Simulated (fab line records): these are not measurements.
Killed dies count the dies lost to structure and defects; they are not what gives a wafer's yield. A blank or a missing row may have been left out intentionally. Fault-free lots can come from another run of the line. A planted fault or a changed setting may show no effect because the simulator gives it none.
Matching of chambers :: flow n5_finfet :: 4 sister chambers for N5_HKMG_FIN_HK_ALD_01 on ald_hk-03
The step deposits HfO2, target thk 1.6 nm, pulse time 3 s, purge time 3 s. 8 wafers are shown with their chamber, then 9 later ones without.

== EACH WAFER AND ITS CHAMBER ==
wafer: L084.1
chamber: 2
precursor_pulse_height_rel: 0.999

wafer: L084.6
chamber: 0
precursor_pulse_height_rel: 1.012

wafer: L085.5
chamber: 2
precursor_pulse_height_rel: 0.986

wafer: L089.1
chamber: 3
precursor_pulse_height_rel: 0.980

wafer: L089.6
chamber: 1
precursor_pulse_height_rel: 0.995

wafer: L090.1
chamber: 3
precursor_pulse_height_rel: 0.999

wafer: L090.3
chamber: 0
precursor_pulse_height_rel: 1.011

wafer: L090.5
chamber: 1
precursor_pulse_height_rel: 0.990

== WAFERS WITHOUT THEIR CHAMBER ==
wafer: L093.1
precursor_pulse_height_rel: 1.007

wafer: L093.2
precursor_pulse_height_rel: 0.978

wafer: L093.4
precursor_pulse_height_rel: 1.006

wafer: L094.2
precursor_pulse_height_rel: 0.963

wafer: L094.4
precursor_pulse_height_rel: 1.003

wafer: L094.6
precursor_pulse_height_rel: 1.015

wafer: L097.3
precursor_pulse_height_rel: 1.013

wafer: L097.4
precursor_pulse_height_rel: 1.023

wafer: L097.5
precursor_pulse_height_rel: 0.981

== EACH ONE'S CHAMBER ==
wafer: L093.1
from the rows above: can't be placed: 0 or 1 or 2 or 3
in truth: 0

wafer: L093.2
from the rows above: can't be placed: 3 or 1 or 2
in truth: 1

wafer: L093.4
from the rows above: can't be placed: 0 or 1 or 2 or 3
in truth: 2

wafer: L094.2
from the rows above: can't be placed: 3 or 1 or 2
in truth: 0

wafer: L094.4
from the rows above: can't be placed: 0 or 1 or 2 or 3
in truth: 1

wafer: L094.6
from the rows above: 0
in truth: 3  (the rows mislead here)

wafer: L097.3
from the rows above: 0
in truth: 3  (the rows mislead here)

wafer: L097.4
from the rows above: 0
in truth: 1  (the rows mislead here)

wafer: L097.5
from the rows above: can't be placed: 3 or 1 or 2
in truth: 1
0 of 9 placed correctly. These rows do not allow placing 6 (true chamber among the candidates in 5). 3 placed wrongly.
How it was worked out, from the rows above alone: a wafer's distance from a chamber is the root of the sum, over the readings, of the square of ((its reading less the chamber's mean) divided by the reading's scatter). The wafer belongs to the nearest chamber; if the next one is less than 2 further off, it can't be placed. The mean given for a chamber averages the wafers shown for that chamber. The scatter: the root of (the sum of the squares of (reading less its chamber's mean) over the shown wafers, divided by (wafers less chambers)).
